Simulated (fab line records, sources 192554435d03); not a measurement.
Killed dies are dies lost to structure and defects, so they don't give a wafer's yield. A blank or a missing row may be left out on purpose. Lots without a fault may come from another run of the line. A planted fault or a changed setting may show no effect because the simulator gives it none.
Chamber matching | flow n5_finfet | N5_BEOL_M6_ETCH_66 on rie_diel-04: 4 sister chambers
The step etches SOC in N2/H2, target depth 80 nm, overetch 16 nm, time 120 s. 18 wafers are shown with their chamber, then 9 later ones without.

WAFERS WITH THEIR CHAMBER
wafer  | chamber | drypump_motor_current_A (A) | showerhead_plenum_p_Torr (Torr) | oes_product_au (a.u.)
L076.2 | 2       | 5.8                         | 2.51                            | 0.69
L076.4 | 3       | 6.1                         | 2.46                            | 0.68
L076.5 | 1       | 6.0                         | 2.40                            | 0.55
L078.2 | 0       | 5.4                         | 2.39                            | 0.53
L078.4 | 1       | 6.0                         | 2.40                            | 0.54
L078.6 | 0       | 5.4                         | 2.39                            | 0.54
L079.3 | 2       | 5.8                         | 2.50                            | 0.67
L079.4 | 1       | 6.0                         | 2.40                            | 0.54
L079.5 | 3       | 6.1                         | 2.46                            | 0.67
L083.2 | 0       | 5.4                         | 2.38                            | 0.52
L083.3 | 3       | 6.1                         | 2.45                            | 0.65
L083.4 | 1       | 6.0                         | 2.39                            | 0.53
L087.3 | 1       | 6.0                         | 2.39                            | 0.53
L087.5 | 1       | 6.0                         | 2.39                            | 0.53
L087.6 | 2       | 5.8                         | 2.49                            | 0.64
L093.2 | 1       | 6.0                         | 2.39                            | 0.52
L093.3 | 0       | 5.4                         | 2.37                            | 0.51
L093.4 | 3       | 6.2                         | 2.45                            | 0.63

SIGNATURES (means of the wafers above)
reading                  | chamber 0 | chamber 1 | chamber 2 | chamber 3 | scatter within a chamber
drypump_motor_current_A  | 5.400     | 6.000     | 5.800     | 6.125     | 0.0231
showerhead_plenum_p_Torr | 2.3825    | 2.3943    | 2.5000    | 2.4550    | 0.0073
oes_product_au           | 0.5250    | 0.5343    | 0.6667    | 0.6575    | 0.0165
Rule: a wafer's distance from a chamber is the root of the sum, over the readings, of the square of ((its reading less the chamber's mean) divided by the reading's scatter). The wafer belongs to the nearest chamber; if the next one is less than 2 further off, it can't be placed. The scatter: the root of (the sum of the squares of (reading less its chamber's mean) over the shown wafers, divided by (wafers less chambers)).

WAFERS WITHOUT THEIR CHAMBER
wafer  | drypump_motor_current_A (A) | showerhead_plenum_p_Torr (Torr) | oes_product_au (a.u.)
L094.2 | 6.0                         | 2.38                            | 0.52
L094.4 | 5.8                         | 2.49                            | 0.63
L094.5 | 6.2                         | 2.45                            | 0.63
L095.2 | 6.1                         | 2.45                            | 0.63
L095.5 | 6.0                         | 2.38                            | 0.52
L095.6 | 5.4                         | 2.37                            | 0.51
L096.2 | 6.2                         | 2.44                            | 0.62
L096.3 | 5.4                         | 2.37                            | 0.51
L096.5 | 6.0                         | 2.38                            | 0.52

WHICH CHAMBER EACH WENT THROUGH
wafer  | from the rows above | in truth
L094.2 | 1                   | 1
L094.4 | 2                   | 2
L094.5 | 3                   | 3
L095.2 | 3                   | 3
L095.5 | 1                   | 1
L095.6 | 0                   | 0
L096.2 | 3                   | 3
L096.3 | 0                   | 0
L096.5 | 1                   | 1
Placed correctly: 9 of 9. Can't be placed from these rows: 0. Placed wrongly: 0.
